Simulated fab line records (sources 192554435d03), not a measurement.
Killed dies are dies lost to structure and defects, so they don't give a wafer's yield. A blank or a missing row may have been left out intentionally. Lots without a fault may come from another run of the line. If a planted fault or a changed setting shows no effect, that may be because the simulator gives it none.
Chamber matching + flow n5_finfet + ald_hk-01 running N5_HKMG_FIN_ALD_74: 4 sister chambers
The step deposits La2O3, target thk 0.5 nm, pulse time 6 s, co reactant pulse time 1 s. 8 wafers are shown with their chamber, then 7 later ones without.

WAFERS, EACH WITH ITS CHAMBER
| wafer  | chamber | heater_power_w (W) | precursor_pulse_height_rel |
|--------|---------|--------------------|----------------------------|
| L081.6 | 2       | 335                | 1.011                      |
| L084.1 | 0       | 311                | 1.027                      |
| L084.3 | 3       | 395                | 0.991                      |
| L086.2 | 0       | 312                | 0.983                      |
| L086.5 | 1       | 334                | 0.980                      |
| L086.6 | 2       | 339                | 0.964                      |
| L091.1 | 3       | 381                | 1.014                      |
| L091.5 | 1       | 341                | 0.988                      |

WAFERS MISSING THEIR CHAMBER
| wafer  | heater_power_w (W) | precursor_pulse_height_rel |
|--------|--------------------|----------------------------|
| L091.6 | 341                | 0.970                      |
| L092.1 | 348                | 1.018                      |
| L092.2 | 310                | 0.995                      |
| L092.3 | 378                | 1.000                      |
| L096.2 | 339                | 0.966                      |
| L096.4 | 311                | 1.001                      |
| L096.6 | 341                | 0.992                      |

WHICH CHAMBER EACH WENT THROUGH
| wafer  | from the rows above     | in truth |
|--------|-------------------------|----------|
| L091.6 | can't be placed: 1 or 2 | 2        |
| L092.1 | can't be placed: 2 or 1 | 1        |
| L092.2 | 0                       | 0        |
| L092.3 | 3                       | 3        |
| L096.2 | can't be placed: 1 or 2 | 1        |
| L096.4 | 0                       | 0        |
| L096.6 | can't be placed: 1 or 2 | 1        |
Correctly placed: 3 of 7. Can't be placed from these rows: 4 (the true chamber is among the candidates in 4). Number placed wrongly: 0.
How it was worked out, from the rows above alone: a wafer's distance from a chamber is the root of the sum, over the readings, of the square of ((its reading less the chamber's mean) divided by the reading's scatter). If the next closest chamber is less than 2 further off than the closest, the wafer can't be placed; otherwise it belongs to the closest. For every chamber, the mean is computed from those of its wafers that are shown. The scatter: take each reading less its chamber's mean, square it, sum over the shown wafers, divide by the number of wafers less the number of chambers, and take the root.
